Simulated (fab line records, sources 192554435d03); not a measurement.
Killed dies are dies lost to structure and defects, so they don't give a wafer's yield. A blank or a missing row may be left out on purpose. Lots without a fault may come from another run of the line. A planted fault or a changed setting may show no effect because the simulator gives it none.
fab line records | flow n5_finfet
record lots=4 wafers=12 last_day=15
route steps=1938 shown BEOL_M4@1099 BEOL_M5@1112 BEOL_M11@1575 PASSIVATION@1936
lots that met no fault: from a run of the same line without faults
start_h: hours from the record's first day to the start of the lot's first wafer shown | wait_h: hours since the lot's step before | " the same as in the row above | L1.1+2: a row that stands for several wafers | - no value, or no start given | * or withheld: withheld | < > ~ a bound
route shown NAME@n: a module of which the file shows steps, and the number in the route of the first | usual: mean/standard deviation of fault-free wafers | same: alike in all rows | chamber/n: place in a boat | sites: the reading at each site | _std_site: their standard deviation | _edge_site: outer sites' mean less inner sites' | radius_mm: how far each site lies from the wafer's centre | mask NAME#n: copy n | behind: the tool/chamber that last shaped the wafer | hold: why the lot was held/for how many hours/how that ended | device: the transistor (n, p or np) that didn't switch | end of line: the same wafers' tests at the end of the route | a step without rows: its recipe alone | killed: dies lost to structure and defects at the first sort, not the wafer's yield | map: a wafer's dies, x killed, . not, _ none there
set.NAME: the setting as run; set.NAME@STEP: as run at that earlier step | model.NAME: the simulator's own value behind a step, which no gauge read
lots at some steps of the route; a table a step, a row a wafer
services: from which hour (start_h, from the record's first day; less than 0 if before it) a tool's chamber was out of use, for how many hours, and why
## steps
# step N5_BEOL_M4_ANNEAL_95
# recipe temp_c=400 time_s=240 ambient=vacuum
# step N5_BEOL_M4_SPUTTER_96
# recipe material=Cu target_thk_a=45 temp_c=-20 chamber_pressure_pa=0.07 power_w=withheld time_s=8.29
# step N5_BEOL_M4_ECD_50
# recipe material=Cu target_thk_a=3000
# step N5_BEOL_M4_ANNEAL_51
# recipe temp_c=225 time_s=90 ambient=N2
# step N5_BEOL_M4_CMP_52
# recipe stop_on=SiOC t_overpolish_s=6.8 down_force_psi=1 platen_rpm=50 clearing_platen_down_force_psi=1.5 clearing_platen_rpm=50 post_cmp_clean=cu_alkaline target_thk_nm=40 clearing_platen_pad_velocity_m_s=0.99484 pad_velocity_m_s=0.99484
# step N5_BEOL_M4_PRE_CLEAN_60
# recipe gas=NH3/H2 time_s=15 temp_c=* rf_power_w=300
# step N5_BEOL_M4_CO_CAP_55
# recipe material=Co target_thk_a=20 temp_c=200 precursor=CCTBA/H2 pressure_torr=30 time_s=102.1
# step N5_BEOL_M4_PRE_CLEAN_56
# recipe gas=NH3 time_s=15 temp_c=withheld rf_power_w=300
# step N5_BEOL_M4_DEP_57
# recipe material=SiCN target_thk_a=80 temp_c=withheld precursor=3MS/NH3 pressure_torr=3 rf_w=202 time_s=14
# step N5_BEOL_M4_RC_MEAS_101
# usual DIBL_N=35.8/1.6 DIBL_P=36.0/1.9 IOFF_N=0.151/0.029 IOFF_P=0.21/0.037 ION_N=673/12 ION_P=463/7.3 SS_N=71.5/0.58 SS_P=73.2/0.61 VT_N=251/3.3 VT_P=-250/3.3
# columns lot.wafer tool chamber start_h wait_h DIBL_N[mV/V] DIBL_P[mV/V] IOFF_N[nA/um] IOFF_P[nA/um] ION_N[uA/um] ION_P[uA/um] SS_N[mV/dec] SS_P[mV/dec] VT_N[mV] VT_P[mV]
L421.3 prober-02 0 209.02 0.3 37.5 37.6 0.156 0.22 670 465 71.6 73.0 248 -250
L421.4 " 0 " " 35.1 34.3 0.117 0.18 663 454 70.5 72.3 253 -250
L421.6 " 0 " " 38.4 38.3 0.168 0.24 686 472 71.8 73.1 250 -248
L425.1 prober-01 0 210.16 0.0 34.0 33.9 0.108 0.16 658 451 71.1 73.2 256 -252
L425.4 " 0 " " 34.5 34.2 0.117 0.17 663 467 71.0 72.3 252 -250
L425.5 " 0 " " 35.5 34.5 0.131 0.16 663 457 71.8 72.7 254 -256
L429.2 prober-02 0 249.54 0.2 36.6 37.3 0.144 0.19 682 461 72.2 73.9 252 -254
L429.4 " 0 " " 34.1 34.0 0.119 0.16 669 453 70.8 72.8 251 -254
L429.6 " 0 " " 36.6 37.1 0.163 0.19 668 450 72.0 73.7 249 -253
L431.2 prober-02 0 261.20 0.2 35.5 34.8 0.130 0.18 666 460 71.4 72.2 254 -253
L431.5 " 0 " " 37.9 37.1 0.165 0.21 673 459 71.2 73.7 249 -253
L431.6 " 0 " " 34.9 33.7 0.116 0.16 662 454 70.8 72.5 256 -257
# step N5_BEOL_M5_ILD_DEP_00
# recipe material=SiCOH_lowk target_thk_a=1406.4 temp_c=300 precursor=DEMS/porogen pressure_torr=5 rf_w=500 time_s=25.9
# step N5_BEOL_M5_CURE_79
# recipe temp_c=385 time_s=240 ambient=He/Ar material=SiCOH_lowk
# step N5_BEOL_M5_PECVD_70
# recipe material=SiO2 target_thk_a=160 temp_c=400 precursor=TEOS/O2 pressure_torr=5.5 rf_w=450 teos_flow_sccm=53.8 gas=O2 flow_sccm=3000 time_s=18
# step N5_BEOL_M5_HM_DEP_02
# recipe material=TiN target_thk_a=200 temp_c=25 chamber_pressure_pa=0.49996
# step N5_BEOL_M5_COAT_59
# recipe resist=SOC temp_c=250 time_s=60 spin_rpm=1500 resist_thk_nm=60
# step N5_BEOL_M5_COAT_60
# recipe resist=SiARC temp_c=220 time_s=60 spin_rpm=1500 resist_thk_nm=12
# step N5_BEOL_M5_COAT_71
# recipe resist=underlayer temp_c=205 time_s=60 spin_rpm=1500 resist_thk_nm=5
# step N5_BEOL_M5_COAT_05
# recipe resist=CAR-EUV spin_rpm=1500 resist_thk_nm=30
# step N5_BEOL_M5_EBR_07
# recipe solvent=PGMEA ebr_width_mm=1.5
# step N5_BEOL_M5_SOFTBAKE_06
# recipe temp_c=110 time_s=60 resist=CAR-EUV
# step N5_BEOL_M5_EXPOSE_08
# recipe mask_id=M5 na=0.33 source_shape=annular sigma_inner=0.4 sigma_outer=0.8 polarization=unpolarized target_cd_nm=28 dose_mj=35.75
# step N5_BEOL_M5_PEB_09
# recipe peb_temp_c=100 peb_time_s=60 resist=CAR-EUV
# step N5_BEOL_M5_DEVELOP_10
# recipe develop_time_s=30 developer=TMAH resist=CAR-EUV rinse_liquid=surfactant_rinse dry=air_spin dev_temp_c=23
# step N5_BEOL_M5_DESCUM_16
# recipe chemistry=O2 time_s=7 source_power_w=50 bias_power_w=20 pressure_mtorr=20 rf_frequency_hz=2.712e+07 temp_c=40 resist=CAR-EUV o2_flow_sccm=225
# step N5_BEOL_M5_ETCH_72
# recipe chemistry=N2/H2 target=underlayer target_depth_a=65 mask_material=CAR-EUV time_s=5.2 ion_energy_ev=200 pressure_mtorr=30 source_w=840 bias_w=150 n2_flow_sccm=200 h2_flow_sccm=200 ends=cleared
# step N5_BEOL_M5_ETCH_61
# recipe chemistry=CF4 target=SiARC target_depth_a=156 mask_material=CAR-EUV time_s=26 ion_energy_ev=80 pressure_mtorr=40 source_w=545 bias_w=36 Ar_flow_sccm=100 cf4_flow_sccm=100 ends=cleared
# step N5_BEOL_M5_ETCH_62
# recipe chemistry=N2/H2 target=SOC target_depth_a=750 overetch_a=150 mask_material=SiARC temp_c=40 time_s=112.5 ion_energy_ev=200 pressure_mtorr=30 source_w=840 bias_w=150 n2_flow_sccm=200 h2_flow_sccm=200
# step N5_BEOL_M5_STRIP_63
# recipe chemistry=N2/H2 temp_c=40 n2_flow_sccm=200 h2_flow_sccm=200 rf_frequency_hz=6e+07
# step N5_BEOL_M5_STRIP_73
# recipe chemistry=N2/H2 temp_c=40 n2_flow_sccm=200 h2_flow_sccm=200 rf_frequency_hz=6e+07
# step N5_BEOL_M5_STRIP_64
# recipe chemistry=CF4 resist=SiARC power_w=300 bias_power_w=75 pressure_mtorr=50 cf4_flow_sccm=150 rf_frequency_hz=6e+07
# step N5_BEOL_M5_HM_OPEN_17
# recipe chemistry=Cl2/BCl3 target_depth_a=200 overetch_a=60 target=TiN mask_material=SOC ion_energy_ev=150 pressure_mtorr=10 icp_w=1000 bias_w=126 Cl2_flow_sccm=53.25 bcl3_flow_sccm=21.75 Ar_flow_sccm=25
# step N5_BEOL_M5_STRIP_19
# recipe chemistry=O2 power_w=400 temp_c=40 pressure_mtorr=30 rf_frequency_hz=6e+07 bias_power_w=0 overash_fraction=0.2 o2_flow_sccm=225
# step N5_BEOL_M5_COAT_65
# recipe resist=SOC temp_c=250 time_s=60 spin_rpm=1500 resist_thk_nm=60
# step N5_BEOL_M5_COAT_66
# recipe resist=SiARC temp_c=220 time_s=60 spin_rpm=1500 resist_thk_nm=12
# step N5_BEOL_M11_VIA_ETCH_34
# recipe chemistry=C4F6/O2 target=SiCOH_lowk target_depth_a=1845 mask_material=SOC taper_deg=4 time_s=69.2 ion_energy_ev=250 pressure_mtorr=30 source_w=345 bias_w=185 Ar_flow_sccm=300 C4F6_flow_sccm=10 O2_flow_sccm=10
# usual drypump_motor_current_A=5.9/0.42 mfc_ar_sccm=300.0/0.93 oes_o_777_au=0.75/0.073 oes_product_au=0.76/0.079 rf_vpp_V=666/11 showerhead_plenum_p_Torr=2.88/0.1 throttle_valve_pct=20.89/0.21
# columns lot.wafer tool chamber start_h wait_h drypump_motor_current_A mfc_ar_sccm oes_o_777_au oes_product_au rf_hours_counter_h rf_vpp_V showerhead_plenum_p_Torr throttle_valve_pct model.etch.depth_nm model.SOC_of_BEOL_M11_COAT_63.thk_nm
L421.3 rie_diel-01 0 269.62 0.0 5.5 301.4 0.79 0.79 98 660 2.99 21.06 183.8 92
L421.4 " 2 " " 6.3 301.4 0.71 0.72 201 648 2.71 20.76 183.4 92.2
L421.6 " 2 " " 6.3 299.9 0.71 0.71 - 649 2.71 20.77 183.2 92
L425.1 rie_diel-06 1 273.22 0.0 5.9 298.7 0.78 0.81 76 666 2.90 20.98 183 91.8
L425.4 " 1 " " 5.8 299.7 0.79 0.81 - 667 2.90 20.99 184.2 92
L425.5 " 3 " " 6.3 299.3 0.77 0.76 - 658 2.87 20.97 181.3 92
L429.2 rie_diel-06 3 313.31 0.0 6.3 298.1 0.75 0.76 129 659 2.86 21.00 183.3 91.6
L429.4 " 0 " " 4.9 300.2 0.90 0.91 18 667 3.03 21.15 186.6 91.6
L429.6 " 2 " " 6.3 299.9 0.68 0.59 - 666 2.81 20.83 139.3 93.8
L431.2 rie_diel-06 2 317.99 0.0 6.4 300.2 0.68 0.68 235 666 2.81 20.85 176 92.4
L431.5 " 1 " " 5.8 300.2 0.77 0.68 - 666 2.90 20.95 143 93.6
L431.6 " 0 " " 4.9 299.3 0.89 0.78 - 668 3.03 21.10 144.2 93.6
# step N5_PASSIVATION_PROBE_49
# usual defect_limited_yield=90.9/1.4 killed_at_M0_to_M3=37/12 killed_at_M4_up=14/5.3 killed_at_contacts=12/6.2 killed_at_front_end=41/11 killed_at_other=3.7/2.9 killed_dies=107/17 killed_on_rim=14/4.4 killed_open=71/12 killed_short=34/7.9 sort_bin_5_function=5.3/0.95 sort_bin_6_memory=3.4/0.7 sort_n_pass=1073/17 sort_yield_pct=90.9/1.5
# same gross_dies=1180 killed_at_back_side=0 sort_bin_4_leakage[%]=0 sort_bin_8_speed[%]=0
# columns lot.wafer tool chamber start_h wait_h defect_limited_yield[%] killed_at_M0_to_M3 killed_at_M4_up killed_at_contacts killed_at_front_end killed_at_other killed_dies killed_on_rim killed_open killed_short sort_bin_5_function[%] sort_bin_6_memory[%] sort_n_pass sort_yield_pct[%]
L421.3 prober-01 - 317.00 0.1 90.5 35 18 11 43 5 112 14 71 34 4.5 4.2 1068 90.5
L421.4 prober-01 - 317.05 0.2 93.2 18 11 6 42 3 80 16 41 34 3.5 2.6 1100 93.2
L421.6 prober-01 - 317.15 0.3 91.6 46 11 6 32 4 99 10 64 35 4.7 3.5 1081 91.6
L425.1 prober-02 - 325.04 0.0 92.5 21 14 12 34 8 89 11 58 29 4.2 3.0 1091 92.5
L425.4 prober-02 - 325.19 0.2 90.5 30 13 18 49 2 112 18 75 35 4.9 4.3 1068 90.5
L425.5 prober-02 - 325.24 0.2 90.8 38 9 8 49 5 109 16 69 39 5.3 3.7 1071 90.8
L429.2 prober-01 - 353.41 0.1 92.6 31 14 7 32 3 87 15 60 26 4.2 3.0 1093 92.6
L429.4 prober-01 - 353.51 0.2 91.7 44 14 7 31 2 98 6 62 34 5.6 2.5 1082 91.7
L429.6 prober-01 - 353.61 0.3 13.6 26 956 5 30 2 1019 94 60 22 83.0 3.1 161 13.6
L431.5 prober-02 - 366.86 0.2 20.1 28 874 7 30 4 943 103 58 25 76.9 2.7 237 20.1
L431.6 prober-02 - 366.91 0.3 26.6 46 765 11 36 8 866 147 80 40 69.5 3.4 314 26.6
# killed by level:class
L421.3 BEOL_M2:geometric_particle:open=14 FIN_SAQP:geometric_particle:open=9 STI_FIN_REVEAL:geometric_particle:open=8 MOL_CONTACT_COAG:geometric_particle:open=7 FIN_SAQP:geometric_particle:short=6 HKMG_FIN:area_etch=6 ILD0:geometric_particle:short=5 BEOL_M5:geometric_particle:open=5
L421.4 FIN_SAQP:geometric_particle:short=13 STI_FIN_REVEAL:geometric_particle:open=7 BEOL_M0_SAQP:geometric_particle:short=7 DUMMY_GATE:geometric_particle:open=6 BEOL_M2:geometric_particle:open=5 HKMG_FIN:area_etch=5 FIN_SAQP:geometric_particle:open=4 MOL_CONTACT_COAG:geometric_particle:open=4
L421.6 BEOL_M3:geometric_particle:open=9 STI_FIN_REVEAL:geometric_particle:open=8 BEOL_M0_SAQP:geometric_particle:short=8 DUMMY_GATE:geometric_particle:open=6 BEOL_M0_SAQP:geometric_particle:open=6 BEOL_M1:geometric_particle:open=6 BEOL_M1:geometric_particle:short=6 MOL_CONTACT_COAG:geometric_particle:open=4
L425.1 MOL_CONTACT_COAG:geometric_particle:open=9 BEOL_M2:geometric_particle:open=9 DUMMY_GATE:geometric_particle:open=7 FIN_SAQP:geometric_particle:open=5 STI_FIN_REVEAL:geometric_particle:open=5 ILD0:geometric_particle:short=4 BEOL_M2:geometric_particle:short=4 STARTING-WAFER:geometric_particle:open=4
L425.4 FIN_SAQP:geometric_particle:short=18 MOL_CONTACT_COAG:geometric_particle:open=16 BEOL_M2:geometric_particle:open=14 FIN_SAQP:geometric_particle:open=10 DUMMY_GATE:geometric_particle:open=7 STI_FIN_REVEAL:geometric_particle:open=6 BEOL_M0_SAQP:geometric_particle:short=5 BEOL_M5:geometric_particle:open=4
L425.5 FIN_SAQP:geometric_particle:short=13 FIN_SAQP:geometric_particle:open=9 BEOL_M0_SAQP:geometric_particle:open=9 STI_FIN_REVEAL:geometric_particle:open=8 DUMMY_GATE:geometric_particle:open=8 BEOL_M2:geometric_particle:open=8 MOL_CONTACT_COAG:geometric_particle:open=7 BEOL_M0_SAQP:geometric_particle:short=7
L429.2 BEOL_M2:geometric_particle:open=9 MOL_CONTACT_COAG:geometric_particle:open=7 FIN_SAQP:geometric_particle:open=6 GATE_CUT:geometric_particle:open=5 BEOL_M0_SAQP:geometric_particle:short=5 BEOL_M2:geometric_particle:short=5 STARTING-WAFER:geometric_particle:short=5 DUMMY_GATE:geometric_particle:open=4
L429.4 BEOL_M2:geometric_particle:open=13 BEOL_M4:geometric_particle:open=10 BEOL_M1:geometric_particle:open=9 GATE_CUT:geometric_particle:short=8 FIN_SAQP:geometric_particle:short=7 MOL_CONTACT_COAG:geometric_particle:open=7 BEOL_M0_SAQP:geometric_particle:short=7 BEOL_M0_SAQP:geometric_particle:open=6
L429.6 BEOL_M11:area_etch=936 BEOL_M4:geometric_particle:open=14 BEOL_M2:geometric_particle:open=10 FIN_SAQP:geometric_particle:open=9 BEOL_M1:geometric_particle:open=6 STI_FIN_REVEAL:geometric_particle:open=4 MOL_CONTACT_COAG:geometric_particle:open=4 FIN_SAQP:geometric_particle:short=3
L431.5 BEOL_M11:area_etch=860 BEOL_M1:geometric_particle:open=10 BEOL_M0:geometric_particle:open=6 FIN_SAQP:geometric_particle:open=5 STI_FIN_REVEAL:geometric_particle:open=5 STARTING-WAFER:geometric_particle:short=5 BEOL_M3:geometric_particle:open=5 DUMMY_GATE:geometric_particle:open=4
L431.6 BEOL_M11:area_etch=746 BEOL_M0:geometric_particle:open=11 MOL_CONTACT_COAG:geometric_particle:open=9 BEOL_M0_SAQP:geometric_particle:short=9 BEOL_M4:geometric_particle:open=9 BEOL_M2:geometric_particle:open=8 FIN_SAQP:geometric_particle:open=7 MIM_TOP:geometric_particle:open=5
# map L429.6 (x killed, . not)
_________________x.x...x...x.________________
______________xxxxxx.x...x..x..x_____________
___________.xxxxxxx....x.x.x....x..__________
__________..xxxxxxxx.xx.xxxxxxxxxx.x_________
________...x.xxxxxxxx.xxxxxxxxxxxxxxx._______
_______....xxxxxxxxxxxxx.xxxxxxxxxxxx..______
______...x.x..xxxxxxxxxxxxxxxxxxxxxxxx.x_____
_____x.xx.xx..xxxxxxxxxxxxxxxxxxxxxxxxxx.____
____...xxxxx..xxxxxxxxxxxxxxxxxxxxxxxxx.x.___
___.xxx.x.xx.xxxxxxxxxxxxxxxxxxxxxxxxxxxxx.__
___.x......xx.xxxxxxxxxxxxxxxxxxxxxxxxxxxxx__
__....xx.x.xxxxxxxxxxxxxxxxxxxxxxxxxxxxxxxxx_
__.xxx.xx.xxxxxxxxxxxxxxxxxxxxxxxxxxxxxxxxxx_
_....xx.xxxxxxxxxxxxxxxxxxxxxxxxxxxxxxxxxxxxx
_.xxx....xx.xxxxxxxxxxxxxxxxxxxxxxxxxxxxxxxxx
_.xxxxx.xxxxxxxxxxxxxxxxxxxxxxxxxxxxxxxxxxxxx
_xx..xx..xxxxxxxxxxxxxxxxxxxxxxxxxxxxxxxxxxxx
_xxxxx.x.x.x.xxxxxxxxxxxxxxxxxxxxxxxxxxxxxxxx
_x.xxxxx.xxxxxxxxxxxxxxxxxxxxxxxxxxxxxxxxxxxx
_.xxxxx.xxxxxxxxxxxxxxxxxxxxxxxxxxxxxxxxx.x.x
_.xxx..x.x..xxxxxxxxxxxxxxxxxxxxxxxxxxxxxxxxx
__x.xx.xxx..xxxxxxxxxxxxxxxxxxxxxxxxxxxxxxxx_
__x.xx....xxxxxxxxxxxxxxxxxxxxxxxxxxxxxxxxxx_
___.xx...x..xxxxxxxxxxxxxxxxxxxxxxxxxxxxxxx__
___......xxxxxxxxxxxxxxxxxxxxxxxxxxxxxxxxxx__
____.....x..xxxxxxxxxxxxxxxxxxxxxxxxxxxxxx___
_____.x..xxxx.xxxxxxxxxxxxxxxxxxxxxxxxxxx____
______.xx.xxxxxxxxxxxxxxxxxxxxxxxxxxxxxx_____
_______x.x.xxxxxxxxxxxxxxxxxxxxxxxxxxxx______
________..xxxxxxxxxxxxxxxxxxxxxxxxxxxx_______
__________xxxxxxxxxxxxxxxxxxxxxxxx.x_________
___________xxxxxxxxxxxxxxxxxxxxxxxx__________
______________xx.xxxxxxxxxxxxxxx_____________
_________________xxxxxxxxxxxx________________
# map L431.5 (x killed, . not)
_________________x.xxxxxxxxxx________________
______________xxxxxxxxxxxxxxxxxx_____________
___________xxxxxxxxxxxxxxxxxxxxx...__________
__________.x.xxxxxxxxxxxxxxxxx.x..x._________
________x.x.xxxxxxxxxx.xxxxxxxxx.xx..._______
_______xxxxxxxxxxxxxxxxxxxxxxx.xx.x.x..______
______xxxxxxxxxxxxxxxxxxxxxxxx..xxx.xxx._____
_____xxxxxxxxxxxxxxxxxxxxxxx.x.xx..xxxxxx____
____xxxxxxxxxxxxxxxxxxxxxxx.xxxx.xxxxxx.x.___
___xxxxxxxxxxxxxxxxxxxxx.xxx.x.xx.xxxxxxxxx__
___xxxxxxxxxxxxxxxxxxx.xxxxxxxxxxxxxxxxxx..__
__xxxxxxxxxxxxxxxxxxxxxxxxxxx.xx.xxxxxxxx.x._
__xxxxxxxxxxxxxxxxxxxxxxxxxxxxxxxxxxx..x.xx._
_xxxxxxxxxxxxxxxxxxxxxxxxxxxxx..xxx.x........
_xxxxxxxxxxxxxxxxxxxxxxxxxxxxxx.xxx...xx.....
_xxxxxxxxxxxxxxxxxxxxxxxxxxxxx.xxxxxx........
_xxxxxxxxxxxxxxxxxxx.xxxxxxxx.x.xxxxx.......x
_xxxxxxxxxxxxxxxxxxxxxxxxxxxxxxxxxx.x..x...x.
_xxxxxxxxxxxxxxxxxxxxxxxxxxxxxxxxxxx.x.......
_xxxxxxxxxxxxxxxxxxxxxxxxxxxxxxxx............
_xxxxxxxxxxxxxxxxxxxxxxxxxxxxxxxxxx..x.....x.
__xxxxxxxxxxxxxxxxxxxxxxxxxxxxxx.x.........._
__xxxxxxxxxxxxxxxxxxxxxxxxxxxxxx............_
___xxxxxxxxxxxxxxxxxxxxxxxxxxxxx...........__
___xxxxxxxxxxxxxxxxxxxxxxxxxxx.xx.xx......x__
____xxxxxx.xxxxxxxxxxxxxxxxxxxx..xx.x.....___
_____xxxxxxxxxxxxxxxxxxxxxxxxxx.xxx.x....____
______xxxxxxxxxxxxxxxxxxx.....x..xxx..x._____
_______xxxx.xxxxxxxxxx...xx.xxxxx.xx..x______
________xxxxxxxxx.xx..xxx.xxxxxxx.x..._______
__________.xxxxxx.x....xx.xxx.x..xx._________
___________xxxxxx....x.xxxxxxx.xxx.__________
______________x.......x..xxxxxxx_____________
_________________...x.xxxxxxx________________
## services
# columns tool chamber start_h hours kind
rie_diel-06 0 271.64 2.8 repair
rie_diel-06 3 316.56 4.0 repair
## key
first_sign step=N5_PASSIVATION_PROBE_49 reading=killed_at_M4_up direction=up sigmas=99+ usual=14 struck=865
effect step=N5_PASSIVATION_PROBE_49 reading=sort_bin_5_function direction=up sigmas=75 usual=5.3 struck=76.5
model_effect step=N5_BEOL_M11_VIA_ETCH_34 value=etch.depth_nm without=181.5 struck=142.1
more_kills_born_at N5_BEOL_M11_VIA_ETCH_34@rie_diel-06=2542
met_at N5_BEOL_M11_VIA_ETCH_34
struck_wafers L429.6,L431.5,L431.6
later_rows_left_out L429.6,L431.5,L431.6
onset_between 273.22 313.31
fault kind=process_parameter_drift tool=rie_diel-06 chamber=- onset_h=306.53 steps=N5_BEOL_M11_VIA_ETCH_34 channel=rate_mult offset=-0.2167 shape=step end_h=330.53 scope=struck_wafers_only
# later_rows_left_out: the simulator's readings of these wafers behind a module that went badly wrong aren't trusted and aren't shown, but for the sort
